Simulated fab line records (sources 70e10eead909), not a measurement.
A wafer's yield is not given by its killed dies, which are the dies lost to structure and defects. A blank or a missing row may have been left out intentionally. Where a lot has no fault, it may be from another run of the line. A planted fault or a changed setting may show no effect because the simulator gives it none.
Struck lot and sound lot, side by side | flow nand_harc | 14 steps out of a route of 1302
Sound: the wafers L898.1, L898.4, L898.5. Struck: wafers L909.1, L909.2, L909.3. The cause is named last.
Order at every step that has rows: each side's tool, ch and its chambers, its first start. Under that, the readings that differ: sound wafers | struck wafers | difference of the means | sigmas: that difference in standard deviations of wafers without a fault.
alike: same words and numbers on both sides, and readings whose means sit less than 2 such deviations apart. not compared: any withheld reading, any reading some wafer has no value for, any bound like >300 that may hide the same value, and any number with overlapping values for which the record gives no deviation.
A row with sigmas, a row that says differs or no value, or rows on one side alone: a step with any of these is where the two part. Numbers that don't overlap but have no deviation are shown without sigmas and don't part them. Lack of a reading on every wafer of one side parts them only where that side has two or more wafers.

NHARC_A_CHANNEL_FILL_D2_ALD_03: deposits SiNx, target thk 6 nm, pulse time 60 s, ald cycles 58.
  sound on ald_sin_batch-03 ch 0; struck on ald_sin_batch-01 ch 0
  alike: chamber_pressure_Torr, precursor_pulse_height_rel
NHARC_A_CHANNEL_FILL_D2_ALD_14: deposits SiO2, target thk 2.5 nm, pulse time 10 s, ald cycles 25.
  sound on ald_hk-03 ch 0,1,3, day 15 03:59; struck on ald_hk-01 ch 0,1,2, day 20 01:15
  alike: heater_power_outer_w, heater_power_w, precursor_pulse_height_rel
NHARC_A_CHANNEL_FILL_D2_ALD_15: deposits SiNx, target thk 2 nm, pulse time 60 s, ald cycles 19.
  sound on ald_sin_batch-02 ch 0; struck on ald_sin_batch-03 ch 0
  alike: chamber_pressure_Torr, precursor_pulse_height_rel
NHARC_A_CHANNEL_FILL_D2_ALD_16: deposits SiO2, target thk 1.5 nm, pulse time 10 s, ald cycles 15.
  sound on ald_hk-02 ch 0,1, day 15 09:06; struck on ald_hk-01 ch 1,2,3, day 20 06:26
  alike: heater_power_outer_w, heater_power_w, precursor_pulse_height_rel
then, 2 steps without rows for these wafers: NHARC_A_CHANNEL_FILL_D2_ANNEAL_17 (time 1800 s); NHARC_A_CHANNEL_FILL_D2_CVD_18 (deposits poly-Si, target thk 3 nm).
NHARC_A_CHANNEL_FILL_D2_ETCHBACK_19: etches the open film in HBr/Cl2, target depth 5 nm, time 1.7 s.
  sound on rie_si-06 ch 0,3, day 15 21:00; struck on rie_si-04 ch 0,2,3, day 20 18:20
  alike: drypump_motor_current_A, oes_product_au, throttle_valve_pct
  not compared: rf_hours_counter_h
then, 5 steps without rows for these wafers: NHARC_A_CHANNEL_FILL_D2_ETCHBACK_20 (etches the open film in C4F8/O2/Ar, target depth 27 nm, time 13.5 s); NHARC_A_CHANNEL_FILL_D2_STRIP_28 (strips in O2, time 20 s); NHARC_A_CHANNEL_FILL_D2_PRECLEAN_21 (cleans in dHF, time 30 s); NHARC_A_CHANNEL_FILL_D2_SRD_23; NHARC_A_CHANNEL_FILL_D2_CVD_05 (deposits poly-Si, target thk 5 nm).
NHARC_A_CHANNEL_FILL_D2_ANNEAL_22: time 7200 s.
  sound on furnace-03 ch 0, day 16 05:44; struck on furnace-03 ch 0, day 21 02:24
  reading                | sound                | struck               | difference | sigmas
  spike_tc_bottom_C (C)  | 643.3 642.5 642.3    | 629.0 628.5 629.2    | -13.8      | -7
  spike_tc_centre_C (C)  | 619.3 621.7 619.5    | 605.8 605.4 604.9    | -14.8      | -13
  spike_tc_lower_C (C)   | 617.2 617.6 619.6    | 605.1 604.5 604.3    | -13.5      | -11
  spike_tc_top_C (C)     | 638 636 638          | 623 623 623          | -14        | -5
  spike_tc_upper_C (C)   | 619.6 620.3 621.8    | 606.5 602.3 604.3    | -16.2      | -12
  tube_center_temp_C (C) | 620.09 620.06 619.94 | 605.46 605.5 605.51  | -14.54     | -99 or more
  tube_center_temp_C_max | 621.88 621.51 621.67 | 606.82 606.95 607.06 | -14.74     | -57
  alike: zone_power_lower_pct, zone_power_top_pct
NHARC_END_SORT_01:
  the record has rows for the sound wafers here (prober-02 ch 0, day 25 18:31) and none for the struck ones

WHERE THEY PART
At NHARC_A_CHANNEL_FILL_D2_ANNEAL_22 first; at NHARC_END_SORT_01 last (within this record only).

WHY: the cause the simulator had injected
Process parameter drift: furnace-03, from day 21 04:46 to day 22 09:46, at NHARC_A_CHANNEL_FILL_D2_ANNEAL_22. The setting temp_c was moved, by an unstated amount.
